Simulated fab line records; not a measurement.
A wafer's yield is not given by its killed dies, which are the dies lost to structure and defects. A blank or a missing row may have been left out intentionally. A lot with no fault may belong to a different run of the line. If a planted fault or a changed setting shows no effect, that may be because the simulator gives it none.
Matching of chambers ; flow nand_harc ; 4 sister chambers for NHARC_A_STAIRCASE_DESCUM_168 on rie_diel-11
The step chemistry O2, time 3 s. 4 wafers are shown with their chamber, then 7 later ones without.

== WAFERS PAIRED WITH THEIR CHAMBERS ==
wafer;chamber;showerhead_plenum_p_Torr (Torr)
L754.2;1;2.06
L753.1;0;2.00
L759.3;2;2.04
L759.5;3;1.90

== WAFERS WITHOUT THEIR CHAMBER ==
wafer;showerhead_plenum_p_Torr (Torr)
L759.6;2.04
L767.2;2.03
L767.3;1.90
L767.4;1.99
L770.1;1.89
L770.3;2.04
L770.5;1.98

== CHAMBER TAKEN BY EACH ==
wafer;from the rows above;in truth
L759.6;can't be placed: 2 or 1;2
L767.2;can't be placed: 2 or 0 or 1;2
L767.3;3;3
L767.4;0;0
L770.1;3;3
L770.3;can't be placed: 2 or 1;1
L770.5;0;0
Correct placement for 4 of the 7. Cannot be placed on the basis of these rows: 3; the candidates contain the true chamber in 3. Wrongly placed: 0.
How it was worked out, from the rows above alone: a wafer's distance from a chamber is the root of the sum, over the readings, of the square of ((its reading less the chamber's mean) divided by the reading's scatter). If the next closest chamber is less than 2 further off than the closest, the wafer can't be placed; otherwise it belongs to the closest. A chamber's mean is the mean of its shown wafers. The scatter: root of mean squared gap, hidden wafer to nearest shown wafer, with one shown wafer a chamber.
